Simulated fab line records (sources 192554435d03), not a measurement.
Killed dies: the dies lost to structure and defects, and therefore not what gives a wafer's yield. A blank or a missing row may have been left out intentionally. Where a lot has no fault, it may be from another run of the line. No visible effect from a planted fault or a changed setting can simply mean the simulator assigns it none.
Split-lot study -- flow n5Finfet -- 7 lots, 21 wafers read, on a route of 1938 steps

## THE SPLIT ITSELF
At N5_BEOL_M15_COAT_04 (resist thk 800 nm), the setting spinRpm was moved away from the recipe's 1704 rpm on 6 of the 21 wafers read, by -7.3% to +8.4%. All remaining wafers had this setting at the recipe value.

## FROM THE SPLIT TO THE READING: what the file shows between them, 3 steps
- N5_BEOL_M15_EBR_06
- N5_BEOL_M15_SOFTBAKE_05: time 60 s
- N5_BEOL_M15_DESCUM_15: chemistry O2, time 7.9 s

## THE READING
coat_of_BEOL_M15_COAT_04.thkNm (the simulator's own value, which no gauge read), in nm, at N5_BEOL_M15_ETCH_59 (etches BARC in N2/H2, target depth 89 nm, overetch 26.7 nm, time 67.9 s). No usual value for it is given in the file. Average 717.8 nm, standard deviation 1.8 nm, over the 15 wafers here run with the recipe.

wafer,"tool, chamber at the split","spinRpm as run, rpm",against the recipe,"coat_of_BEOL_M15_COAT_04.thkNm, nm",against lot-mates on the recipe
L079.2,"lithoTrack-02, 0",1704,recipe,714.4,-
L079.5,"lithoTrack-02, 0",1704,recipe,717.6,-
L079.6,"lithoTrack-02, 0",1704,recipe,714,-
L078.1,"lithoTrack-01, 0",1580,-7.3%,745.6,+26.6
L078.3,"lithoTrack-01, 0",1704,recipe,719,-
L078.5,"lithoTrack-01, 0",1580,-7.3%,748,+29.0
L083.1,"lithoTrack-01, 0",1704,recipe,719.8,-
L083.2,"lithoTrack-01, 0",1704,recipe,720,-
L083.4,"lithoTrack-01, 0",1704,recipe,716.2,-
L081.3,"lithoTrack-04, 0",1704,recipe,719.2,-
L081.4,"lithoTrack-04, 0",1704,recipe,718.2,-
L081.6,"lithoTrack-04, 0",1704,recipe,715.8,-
L086.2,"lithoTrack-02, 0",1704,recipe,717.6,-
L086.4,"lithoTrack-02, 0",1770,+3.9%,703.8,-13.8
L086.6,"lithoTrack-02, 0",1770,+3.9%,703.2,-14.4
L089.2,"lithoTrack-04, 0",1704,recipe,718.2,-
L089.4,"lithoTrack-04, 0",1704,recipe,718.2,-
L089.5,"lithoTrack-04, 0",1704,recipe,718.8,-
L091.1,"lithoTrack-01, 0",1704,recipe,719.4,-
L091.2,"lithoTrack-01, 0",1847,+8.4%,690,-29.4
L091.4,"lithoTrack-01, 0",1847,+8.4%,687.8,-31.6

THE FIT
A straight line over all 21 wafers: coat_of_BEOL_M15_COAT_04.thkNm changes by -3.69 nm for each +1% of spinRpm; r = -0.99; the points scatter about the line by 1.9 nm.
The same after taking each lot's own level away (the mean of its wafers on the recipe; 21 wafers): -3.71 nm for each +1%; r = -1.00; scatter 1.3 nm.
According to that fit, moving spinRpm by its largest amount changes the reading by 31 nm.
The span of the lots' own levels, 715.33 to 719.40 nm, comes to 2.3 times the standard deviation stated above.
The two slopes agree, so the slope changes little with the lot-to-lot level.
Check: -31.6 nm against its lot-mates is what the line predicts for one of the wafers moved furthest among these (+8.4%) when that wafer is left out of the fit. It came out at -29.4 nm against them.

## OTHER SPLITS ON THESE WAFERS
These wafers also went through other splits before the reading. Each is held against what the fit with the lots' levels taken away leaves over:
other split on the same wafers,wafers away from the commonest value,r with coat_of_BEOL_M15_COAT_04.thkNm (lot level and that fit taken away)
N5_BEOL_M13_EXPOSE_07 doseMj,7,+0.30
N5_BEOL_M13_SPUTTER_43 timeS,10,+0.24
N5_BEOL_M14_ILD_DEP_00 tempC,10,+0.23
N5_BEOL_M14_DEP_53 timeS,9,-0.42

## THE WHOLE CHAIN: every reading that the file lists as answering this split, in the file's order
step,what it does,reading,change (the file's fit),r (the file's)
N5_BEOL_M15_COAT_04,resist thk 800 nm,"coat_of_BEOL_M15_COAT_04.thkNm (the simulator's own value, which no gauge read)",-3.76 nm for each +1% of the setting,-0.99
N5_BEOL_M15_ETCH_59,"etches BARC in N2/H2, target depth 89 nm, overetch 26.7 nm, time 67.9 s","coat_of_BEOL_M15_COAT_04.thkNm (the simulator's own value, which no gauge read)",-3.71 nm for each +1% of the setting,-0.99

## FILE'S OWN FIT
coat_of_BEOL_M15_COAT_04.thkNm changes by -3.71 nm for each +1% of spinRpm, r = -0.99.
